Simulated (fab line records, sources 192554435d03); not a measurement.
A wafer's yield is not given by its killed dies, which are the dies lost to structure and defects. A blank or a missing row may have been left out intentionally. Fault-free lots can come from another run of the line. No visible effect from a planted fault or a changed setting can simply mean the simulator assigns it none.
Split-lot experiment ; flow n5_finfet ; 7 lots, 21 wafers read, on a route of 1938 steps

THE SPLIT ITSELF
At N5_BEOL_M7_PECVD_70 (deposits SiO2 from TEOS/O2, target thk 20 nm, time 22.7 s), the setting temp_c was moved away from the recipe's 400 C on 7 of the 21 wafers read, by -3.8% to +2.7%. This setting was run at the recipe's value on the other wafers.

FROM THE SPLIT TO THE READING: what the file shows between them, 3 steps
- N5_BEOL_M7_HM_DEP_02: deposits TiN, target thk 20 nm
- N5_BEOL_M7_COAT_59: time 60 s, resist thk 100 nm
- N5_BEOL_M7_STRIP_80: strips in N2/H2, time 10 s

THE READING
SiO2_of_BEOL_M7_PECVD_70.thk_nm (the simulator's own value, which no gauge read), in nm, at N5_BEOL_M7_HM_STRIP_39 (strips TiN in peroxide tin strip, target depth 25 nm, time 158 s). The file does not state a usual value for it. Average 19.8 nm, standard deviation 0.3 nm, over the 14 wafers here run with the recipe.

wafer;tool, chamber at the split;temp_c as run, C;against the recipe;SiO2_of_BEOL_M7_PECVD_70.thk_nm, nm;against lot-mates on the recipe
L077.2;pecvd-04, 1;408.4;+2.1%;18.8;-1.4
L077.4;pecvd-04, 1;408.4;+2.1%;19;-1.2
L077.6;pecvd-04, 2;400;recipe;20.2;-
L075.1;pecvd-01, 0;400;recipe;19.8;-
L075.3;pecvd-01, 1,0;400;recipe;20.2;-
L075.4;pecvd-01, 1,0;400;recipe;20.2;-
L084.1;pecvd-01, 2;408.2;+2.0%;18.6;no lot-mate on the recipe
L084.2;pecvd-01, 1,0;408.2;+2.0%;19;no lot-mate on the recipe
L084.3;pecvd-01, 1,0;408.2;+2.0%;19;no lot-mate on the recipe
L089.1;pecvd-04, 0;410.8;+2.7%;18;-1.9
L089.5;pecvd-04, 0;400;recipe;19.8;-
L089.6;pecvd-04, 2;400;recipe;20;-
L088.2;pecvd-01, 2;400;recipe;19.2;-
L088.3;pecvd-01, 0;400;recipe;19.6;-
L088.6;pecvd-01, 0;400;recipe;20;-
L092.1;pecvd-04, 0;400;recipe;19.6;-
L092.2;pecvd-04, 1,2;400;recipe;19.8;-
L092.3;pecvd-04, 1,2;400;recipe;20;-
L091.1;pecvd-03, 0;400;recipe;19.4;-
L091.2;pecvd-03, 1;400;recipe;19.6;-
L091.3;pecvd-03, 2;384.7;-3.8%;21.4;+1.9
Rows listing several chambers each stand for several wafers; the file does not say which wafer went through which chamber.

THE FIT
A straight line over all 21 wafers: SiO2_of_BEOL_M7_PECVD_70.thk_nm changes by -0.47 nm for each +1% of temp_c; r = -0.91; the points scatter about the line by 0.3 nm.
The same after taking each lot's own level away (the mean of its wafers on the recipe; 18 wafers): -0.576 nm for each +1%; r = -0.96; scatter 0.22 nm.
Per that fit: largest temp_c move, reading shift of 2.2 nm.
Measured against the standard deviation above, the lots' own levels, which go from 19.50 to 20.20 nm, span 2.4 times it.
So the lot-to-lot level changes the slope: the two fits differ.
Check: with one of the wafers moved furthest among these (-3.8%) left out of the fit, the line predicts +2.52 nm for it against its lot-mates. Against them it came out at +1.9 nm.

OTHER SPLITS ON THESE WAFERS
These wafers also went through other splits before the reading. Each is held against what the fit with the lots' levels taken away leaves over:
other split on the same wafers;wafers away from the commonest value;r with SiO2_of_BEOL_M7_PECVD_70.thk_nm (lot level and that fit taken away)
N5_BEOL_M4_COAT_62 spin_rpm;7;-0.12
N5_BEOL_M4_DESCUM_33 time_s;5;+0.09
N5_BEOL_M4_TRENCH_ETCH_37 bias_w;8;+0.28
N5_BEOL_M5_COAT_05 spin_rpm;3;-0.07

THE WHOLE CHAIN: every reading that the file lists as answering this split, in the file's order
step;what it does;reading;change (the file's fit);r (the file's)
N5_BEOL_M7_PECVD_70;deposits SiO2 from TEOS/O2, target thk 20 nm, time 22.7 s;SiO2_of_BEOL_M7_PECVD_70.thk_nm (the simulator's own value, which no gauge read);-0.553 nm for each +1% of the setting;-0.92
N5_BEOL_M7_HM_STRIP_39;strips TiN in peroxide tin strip, target depth 25 nm, time 158 s;SiO2_of_BEOL_M7_PECVD_70.thk_nm (the simulator's own value, which no gauge read);-0.575 nm for each +1% of the setting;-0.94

FILE'S OWN FIT
SiO2_of_BEOL_M7_PECVD_70.thk_nm changes by -0.575 nm for each +1% of temp_c, r = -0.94.
